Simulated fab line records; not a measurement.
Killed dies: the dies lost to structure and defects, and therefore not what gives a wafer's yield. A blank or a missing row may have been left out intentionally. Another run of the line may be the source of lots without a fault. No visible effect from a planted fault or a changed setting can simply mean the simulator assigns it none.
Split-lot study ; flow n5_finfet ; 21 wafers read across 7 lots, on a route 1938 steps long

## ABOUT THE SPLIT
At N5_GATE_CUT_COAT_35 (time 60 s, resist thk 10 nm), the setting spin_rpm was moved away from the recipe's 1500 rpm on 8 of the 21 wafers read, by +4.0% to +10.5%. The other wafers ran this setting at the recipe's value.

## FROM THE SPLIT TO THE READING: what the file shows between them, 5 steps
- N5_GATE_CUT_COAT_07: resist thk 30 nm (also split here: spin_rpm)
- N5_GATE_CUT_EBR_09
- N5_GATE_CUT_SOFTBAKE_08: time 60 s
- N5_GATE_CUT_DESCUM_18: chemistry O2, time 7 s
- N5_GATE_CUT_ETCH_28: etches underlayer in N2/H2, target depth 13 nm, time 10.4 s

## THE READING
etch.depth_nm (the simulator's own value, which no gauge read), in nm, at N5_GATE_CUT_ETCH_36 (etches SiARC in CF4, target depth 13 nm, time 21.7 s). The file gives no usual value for it. Average 10.018 nm, standard deviation 0.038 nm, over the 13 wafers here run with the recipe.

wafer;tool, chamber at the split;spin_rpm as run, rpm;against the recipe;etch.depth_nm, nm;against lot-mates on the recipe
L076.1;litho_track-05, 0;1500;recipe;10.02;-
L076.4;litho_track-05, 0;1500;recipe;10.01;-
L076.6;litho_track-05, 0;1500;recipe;10;-
L077.4;litho_track-03, 0;1560;+4.0%;9.798;-0.195
L077.5;litho_track-03, 0;1560;+4.0%;9.784;-0.209
L077.6;litho_track-03, 0;1500;recipe;9.993;-
L078.1;litho_track-03, 0;1657;+10.5%;9.49;-0.473
L078.3;litho_track-03, 0;1500;recipe;9.947;-
L078.5;litho_track-03, 0;1500;recipe;9.979;-
L083.2;litho_track-03, 0;1633;+8.9%;9.568;-0.418
L083.4;litho_track-03, 0;1500;recipe;9.986;-
L083.6;litho_track-03, 0;1633;+8.9%;9.597;-0.389
L089.2;litho_track-05, 0;1500;recipe;10.04;-
L089.4;litho_track-05, 0;1500;recipe;10.02;-
L089.6;litho_track-05, 0;1589;+5.9%;9.723;-0.307
L090.1;litho_track-05, 0;1573;+4.9%;9.788;-0.242
L090.3;litho_track-05, 0;1500;recipe;10.03;-
L090.5;litho_track-05, 0;1573;+4.9%;9.794;-0.236
L096.2;litho_track-05, 0;1500;recipe;10.09;-
L096.5;litho_track-05, 0;1500;recipe;10.04;-
L096.6;litho_track-05, 0;1500;recipe;10.08;-

THE FIT
A straight line over all 21 wafers: etch.depth_nm changes by -0.0498 nm for each +1% of spin_rpm; r = -0.98; the points scatter about the line by 0.034 nm.
The same after taking each lot's own level away (the mean of its wafers on the recipe; 21 wafers): -0.0465 nm for each +1%; r = -1.00; scatter 0.016 nm.
According to that fit, moving spin_rpm by its largest amount changes the reading by 0.49 nm.
The span of the lots' own levels, 9.9630 to 10.0700 nm, comes to 2.8 times the standard deviation stated above.
Consequently the slope shifts little with the lot-to-lot level, the two slopes agreeing.
Check: -0.496 nm against its lot-mates is what the line predicts for one of the wafers moved furthest among these (+10.5%) when that wafer is left out of the fit. It came out at -0.473 nm against them.

## OTHER SPLITS APPLIED TO THESE WAFERS
Other splits were also applied to these wafers ahead of the reading. Each is held against what the fit with the lots' levels taken away leaves over:
other split on the same wafers;wafers away from the commonest value;r with etch.depth_nm (lot level and that fit taken away)
N5_SD_EPI_N_EXPOSE_06 dose_mj;5;+0.29
N5_SD_EPI_N_PEB_07 peb_time_s;8;-0.20
N5_SD_EPI_P_EPI_21 epi_growth_time_s;7;-0.05
N5_SD_ACTIVATION_LSA_01 temp_c;3;-0.22
N5_HKMG_FIN_COAT_43 spin_rpm;8;+0.04
N5_GATE_CUT_COAT_07 spin_rpm;5;+0.09

## THE WHOLE CHAIN: every reading that the file lists as answering this split, in the file's order
step;what it does;reading;change (the file's fit);r (the file's)
N5_GATE_CUT_COAT_35;time 60 s, resist thk 10 nm;SiARC_of_GATE_CUT_COAT_35.thk_nm (the simulator's own value, which no gauge read);-0.0486 nm for each +1% of the setting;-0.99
N5_GATE_CUT_ETCH_36;etches SiARC in CF4, target depth 13 nm, time 21.7 s;etch_rf_on_time_s;withheld for each +1% of the setting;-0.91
N5_GATE_CUT_ETCH_36;etches SiARC in CF4, target depth 13 nm, time 21.7 s;etch.depth_nm (the simulator's own value, which no gauge read);-0.0468 nm for each +1% of the setting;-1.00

## FILE'S OWN FIT
etch.depth_nm changes by -0.0468 nm for each +1% of spin_rpm, r = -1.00.
